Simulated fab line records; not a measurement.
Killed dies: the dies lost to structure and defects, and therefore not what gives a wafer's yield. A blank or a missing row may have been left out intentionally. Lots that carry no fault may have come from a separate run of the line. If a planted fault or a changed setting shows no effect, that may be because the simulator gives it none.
Struck lot and sound lot, side by side ; flow nand-harc ; 26 out of 1302 route steps
Sound: wafers L866.1, L866.3, L866.6. Struck: wafer L859.2. (L859.3, L859.4 of the same lot were not struck and are left out.) The cause comes at the end.
For every step that has rows: the tool of each side, followed by ch and its chambers, followed by its first start. Under that, the readings that differ: sound wafers ; struck wafers ; difference of the means ; sigmas: that difference in standard deviations of wafers without a fault.
alike: same words and numbers on both sides, and readings whose means sit less than 2 such deviations apart. not compared: any withheld reading, any reading some wafer has no value for, any bound like >300 that may hide the same value, and any number with overlapping values for which the record gives no deviation.
A row with sigmas, a row that says differs or no value, or rows on one side alone: a step with any of these is where the two part. Non-overlapping numbers with no deviation appear without sigmas and do not part them. A reading that every wafer of one side lacks parts them only if that side has two wafers or more.

first, 4 steps without rows for these wafers: NHARC_P_M0_PRE_CLEAN_29 (time 30 s); NHARC_P_M0_PVD_20 (deposits TaN, target thk 5 nm, time 8.06 s); NHARC_P_M0_PVD_21 (deposits Cu, target thk 30 nm, time 20.49 s); NHARC_P_M0_ECD_22 (material Cu, target thk 400 nm).
NHARC_P_M0_ANNEAL_30: time 90 s.
  sound on rtp-anneal-02 ch 0, day 11 08:02; struck on rtp-anneal-02 ch 0, day 8 07:12
  alike: wafer_temp_C_max
NHARC_P_M0_CMP_23: polishes, t overpolish 20 s, target thk 117.54 nm.
  sound on cmp-03 ch 2,3, day 11 08:41; struck on cmp-02 ch 3, day 8 07:29
  alike: motor-current-A, time-to-endpoint-s
NHARC_P_M0_THK_MEAS_24: measures by xrf.
  sound on film-metro-02, day 11 09:00; struck on film-metro-01, day 8 07:49
reading;sound;struck;difference;sigmas
thk-nm (nm);119.4 117.2 117.9;115.1;-3.1;-2
then, 1 step without rows for these wafers: NHARC_P_M0_SRD_25.
NHARC_P_M0_INSPECT_27:
  sound on defect-inspect-01, day 11 09:10; struck on defect-inspect-01, day 8 07:58
  alike: raw-defect-count
NHARC_P_M0_PRE_CLEAN_31: time 12 s.
  sound on pecvd-04 ch 1,2, day 11 09:14; struck on pecvd-01 ch 2, day 8 08:02
  alike: heater-power-w, rf-fwd-power-W
NHARC_P_M0_DEP_32: deposits SiCN, target thk 30 nm.
  sound on pecvd-04 ch 1,2, day 11 09:19; struck on pecvd-01 ch 2, day 8 08:07
  alike: heater-power-w, rf-fwd-power-W
NHARC_P_M1_DEP_00: deposits SiOC, target thk 182.5 nm.
  sound on pecvd-02 ch 1,2, day 11 09:44; struck on pecvd-02 ch 2, day 8 08:31
  alike: rf-fwd-power-W
then, 9 steps without rows for these wafers: NHARC_P_M1_DEHYDRATE_01 (time 120 s); NHARC_P_M1_HMDS_02 (time 30 s); NHARC_P_M1_COAT_34 (time 65 s); NHARC_P_M1_COAT_03 (resist thk 90 nm); NHARC_P_M1_SOFTBAKE_04 (time 55 s); NHARC_P_M1_EBR_05; NHARC_P_M1_EXPOSE_06 (exposes mask P M1, target cd 130 nm); NHARC_P_M1_PEB_07 (peb time 65 s); NHARC_P_M1_DEVELOP_08 (develop time 35 s).
NHARC_P_M1_CD_MEAS_09: target cd 130 nm.
  sound on cd-sem-02 ch 0, day 11 10:26; struck on cd-sem-01 ch 0, day 8 09:22
  alike: cd-nm
NHARC_P_M1_OVL_MEAS_10: pitch 260 nm.
  sound on overlay-01, day 11 10:32; struck on overlay-01, day 8 09:26
reading;sound;struck;difference;sigmas
overlay-x-nm (nm);-1.1 -0.4 -1.0;1.8;+2.6;+3
  alike: overlay-y-nm
NHARC_P_M1_INSPECT_11:
  sound on defect-inspect-01, day 11 10:34; struck on defect-inspect-02, day 8 09:29
reading;sound;struck;difference;sigmas
raw-defect-count;5 2 3;752;+749;+99 or more
NHARC_P_M1_DESCUM_14: chemistry O2, time 3 s.
  sound on rie-diel-09 ch 1,3, day 11 10:38; struck on rie-diel-12 ch 0, day 8 09:32
reading;sound;struck;difference;sigmas
rf-vpp-V (V);58.0 58.0 56.0;59.5;+2.2;+2
  alike: drypump-motor-current-A, oes-product-au, showerhead-plenum-p-Torr, throttle-valve-pct
  not compared: rf-hours-counter-h
-- record jumps: 19 days between struck wafers' starts before vs after; left off in module P_M1, resumes in module END, first step shown is number 1302 of the route --
NHARC_END_SORT_01:
  sound on prober-02 ch 0, day 30 07:32; struck on prober-02 ch 0, day 26 22:02
reading;sound;struck;difference;sigmas
defect-limited-yield (%);94.4 93.4 92.9;82.6;-11.0;-4
killed-at-periphery;4 1 3;69;+66;+24
killed-dies;38 45 48;118;+74;+4
sort_bin_2_pct (%);2.1 1.8 1.9;6.6;+4.7;+4
sort_bin_3_pct (%);0 0.3 1.2;4.6;+4.1;+11
sort-n-pass;639 632 629;559;-74;-4
sort-rim-yield-pct (%);88 99 92;82;-11;-3
sort-yield-pct (%);94.4 93.4 92.9;82.6;-11.0;-4
  alike: killed-at-array, killed-at-other, killed-open, killed-short, sort_bin_4_pct

## WHERE THEY PART
Earliest at NHARC_P_M0_THK_MEAS_24; latest, in this record, at NHARC_END_SORT_01.

WHY: the cause the simulator had injected
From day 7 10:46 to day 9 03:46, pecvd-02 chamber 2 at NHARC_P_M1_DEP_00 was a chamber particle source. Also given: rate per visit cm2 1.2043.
